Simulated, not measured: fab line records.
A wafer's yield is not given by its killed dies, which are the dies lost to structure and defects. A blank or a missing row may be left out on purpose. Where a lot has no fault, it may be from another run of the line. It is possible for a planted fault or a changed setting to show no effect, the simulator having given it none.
Matching of chambers	flow n5-finfet	N5_MOL_CONTACT_COAG_ETCHBACK_134 on rie-diel-04 has 4 sister chambers
The step etches SiO2 in CHF3, target depth 10 nm, time 6.7 s. 4 wafers are shown with their chamber, then 12 later ones without.

== WAFERS WITH THEIR CHAMBER ==
wafer	chamber	showerhead-plenum-p-Torr (Torr)
L086.5	0	2.52
L089.1	1	2.26
L089.2	2	2.32
L089.5	3	2.35

== WAFERS WITHOUT THEIR CHAMBER ==
wafer	showerhead-plenum-p-Torr (Torr)
L091.3	2.26
L091.4	2.35
L091.5	2.52
L092.1	2.52
L092.3	2.26
L092.5	2.32
L095.2	2.31
L095.5	2.31
L095.6	2.25
L097.2	2.25
L097.4	2.51
L097.6	2.51

== WHICH CHAMBER EACH ONE RAN IN ==
wafer	from the rows above	in truth
L091.3	1	1
L091.4	3	3
L091.5	0	0
L092.1	0	0
L092.3	1	1
L092.5	2	2
L095.2	2	2
L095.5	2	2
L095.6	1	1
L097.2	1	1
L097.4	0	0
L097.6	0	0
12 of 12 placed correctly. From these rows, 0 cannot be placed. 0 placed wrongly.
How it was worked out, from the rows above alone: a wafer's distance from a chamber is the root of the sum, over the readings, of the square of ((its reading less the chamber's mean) divided by the reading's scatter). The wafer belongs to the nearest chamber; if the next one is less than 2 further off, it can't be placed. Each chamber's mean is taken over the wafers shown for it. The scatter: with one shown wafer a chamber, the root of the mean of the squares of how far each hidden wafer lies from its nearest shown one.
